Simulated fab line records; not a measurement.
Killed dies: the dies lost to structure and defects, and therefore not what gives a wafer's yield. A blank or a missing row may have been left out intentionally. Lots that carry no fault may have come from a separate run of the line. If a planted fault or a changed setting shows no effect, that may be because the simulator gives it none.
Comparing a struck lot with a sound one -- flow n5_finfet -- 16 out of 1938 route steps
Sound: the wafers L707.2, L707.3, L707.6. Struck: wafers L721.1, L721.4, L721.6. Last of all comes the cause.
At each step with rows: each side's tool, then ch and its chambers, then its first start. Under that, the readings that differ: sound wafers -- struck wafers -- difference of the means -- sigmas: that difference in standard deviations of wafers without a fault.
alike: readings whose means differ by less than 2 such deviations, and words and numbers that are the same on both sides. not compared: withheld readings, readings that some wafer has no value for, bounds like >300 that may hide the same value, and numbers for which the record gives no deviation and whose values overlap.
Wherever a step has rows on one side only, a row that says differs or no value, or a row with sigmas, the two part there. When numbers do not overlap yet have no deviation, they are printed without sigmas and do not part them. A reading that every wafer of one side lacks parts them only if that side has two wafers or more.

first, 6 steps without rows for these wafers: N5_BEOL_M1_COAT_22 (resist thk 30 nm); N5_BEOL_M1_EBR_24; N5_BEOL_M1_SOFTBAKE_23 (time 60 s); N5_BEOL_M1_EXPOSE_25 (exposes mask V0, defocus 5 nm, target cd 24 nm); N5_BEOL_M1_PEB_26 (peb time 60 s); N5_BEOL_M1_DEVELOP_27 (develop time 30 s).
N5_BEOL_M1_CD_MEAS_28: target cd y 23.3 nm.
  sound on cd_sem-03 ch 0, day 6 03:42; struck on cd_sem-02 ch 0, day 9 10:52
  alike: cd_nm
N5_BEOL_M1_OVL_MEAS_29:
  sound on overlay-02 ch 0, day 6 03:44; struck on overlay-02 ch 0, day 9 10:54
  alike: V0_OVL
N5_BEOL_M1_INSPECT_30: inspects for defects (brightfield).
  sound: defect_inspect-02 at day 6 03:47; struck: defect_inspect-01 at day 9 10:58
  alike: raw_defect_count
N5_BEOL_M1_DESCUM_33: chemistry O2, time 7 s.
  sound on rie_diel-02 ch 1,2, day 6 03:49; struck on rie_diel-06 ch 0,1,2, day 9 11:14
  alike: drypump_motor_current_A, oes_product_au, rf_vpp_V, showerhead_plenum_p_Torr, throttle_valve_pct
  not compared: rf_hours_counter_h
N5_BEOL_M1_ETCH_77: etches underlayer in N2/H2, target depth 6.5 nm, time 5.2 s.
  sound on rie_diel-02 ch 1,2, day 6 03:51; struck on rie_diel-06 ch 0,1,2, day 9 11:16
  alike: drypump_motor_current_A, etch_rf_on_time_s, oes_product_au, rf_vpp_V, showerhead_plenum_p_Torr, throttle_valve_pct
  not compared: rf_hours_counter_h
N5_BEOL_M1_ETCH_69: etches SiARC in CF4, target depth 15.6 nm, time 26 s.
  sound on rie_diel-02 ch 1,2, day 6 03:52; struck on rie_diel-06 ch 0,1,2, day 9 11:17
  alike: drypump_motor_current_A, etch_rf_on_time_s, oes_product_au, rf_vpp_V, showerhead_plenum_p_Torr, throttle_valve_pct
  not compared: rf_hours_counter_h
N5_BEOL_M1_ALD_98: deposits SiO2, target thk 2.5 nm, pulse time 1 s, co reactant pulse time 1 s.
  sound on ald_sin-02 ch 1,3, day 6 03:57; struck on ald_sin-01 ch 0,1,3, day 9 11:22
reading,sound,struck,difference,sigmas
susceptor_temp_C (C),100.09 99.92 100.15,102.31 102.19 102.49,+2.28,+16
  alike: heater_power_w, precursor_pulse_height_rel
N5_BEOL_M1_ETCHBACK_99: etches SiO2 in CHF3, target depth 5 nm, time 10.4 s.
  sound on rie_diel-06 ch 0,2, day 6 04:07; struck on rie_diel-02 ch 0,1,3, day 9 13:26
  alike: drypump_motor_current_A, oes_product_au, rf_vpp_V, showerhead_plenum_p_Torr, throttle_valve_pct
  not compared: rf_hours_counter_h
N5_BEOL_M4_RC_MEAS_101:
  sound on prober-01 ch 0, day 7 23:43; struck on prober-02 ch 0, day 11 02:33
  alike: DIBL_N, DIBL_P, IOFF_N, IOFF_P, ION_N, ION_P, SS_N, SS_P, VT_N, VT_P
N5_PASSIVATION_PROBE_49:
  the record has rows for the sound wafers here (prober-02, day 12 18:58) and none for the struck ones

== WHERE THEY PART ==
Earliest at N5_BEOL_M1_ALD_98; latest, in this record, at N5_PASSIVATION_PROBE_49.

WHY: whatever the simulator had introduced
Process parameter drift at N5_BEOL_M1_ALD_98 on ald_sin-01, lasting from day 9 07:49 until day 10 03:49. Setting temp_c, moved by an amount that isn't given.
